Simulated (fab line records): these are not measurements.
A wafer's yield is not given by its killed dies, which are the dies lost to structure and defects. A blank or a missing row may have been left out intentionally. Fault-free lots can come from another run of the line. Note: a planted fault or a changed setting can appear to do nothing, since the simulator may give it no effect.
A single fault, viewed from 2 desks    flow n5 finfet    what lay behind the numbers comes last; until then each desk has only its own

## THE TOOL OWNER'S DESK: litho track-02
The tool's own readings at N5_BEOL_M14_COAT_65 (time 60 s, resist thk 450 nm): means of the sampled wafers that have a number, for each lot that ran on this tool. Any lot whose mean is over 4 standard deviations away from the usual mean is out of limits and marked OUT; that distance is given in the brackets.
Columns: A = spin speed rpm at N5_BEOL_M14_COAT_65, usual 1500.0 rpm
lot   first seen here  A
L409  day 11 03:58     1500.6
L410  day 11 08:18     1499.7
L418  day 13 07:47     1499.9
L419  day 13 13:40     1499.9
L425  day 15 09:48     1501.2
L427  day 15 16:58     1626.4 (+99 or more) OUT
L432  day 17 05:43     1626.2 (+99 or more) OUT
This desk finds L427, L432 out of limits, L427 being first, at day 15 16:58 (spin speed rpm at N5_BEOL_M14_COAT_65). L409, L410, L418, L419, L425: within limits.

## AT THE METROLOGY DESK
What the gauges read for every lot (on any tool): the sampled wafers with a number, averaged. Any lot whose mean is over 4 standard deviations away from the usual mean is out of limits and marked OUT; that distance is given in the brackets.
Columns: A = M14_ILD_THK at N5_BEOL_M14_THK_MEAS_01, usual 1115 nm
lot   first seen here  A
L409  day 11 02:59     1132
L410  day 11 07:06     1116
L415  day 12 21:17     1115
L414  day 12 22:11     1105
L418  day 13 06:52     1112
L419  day 13 12:41     1115
L420  day 14 10:47     1106
L422  day 14 15:05     1127
L425  day 15 08:48     1109
L427  day 15 16:01     1134
L432  day 17 04:44     1118
This desk's verdict: no lot among the 11 shows anything out of limits.

## BROUGHT TOGETHER
At day 15 16:58, on L427, L432, the tool owner's desk was in a position to raise an alarm.
At the metrology desk, nothing out of limits was observed.
The metrology desk holds a record of L427, L432, inside its limits.
On litho track-02, each named lot ran N5_BEOL_M14_COAT_65.

## WHAT WAS PUT IN BY THE SIMULATOR
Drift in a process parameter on litho track-02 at N5_BEOL_M14_COAT_65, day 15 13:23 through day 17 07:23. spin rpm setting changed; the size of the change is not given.
Struck lots among those shown: L427, L432.
Each desk's first reading out of limits, in hours after the fault started: the tool owner's desk, 4.
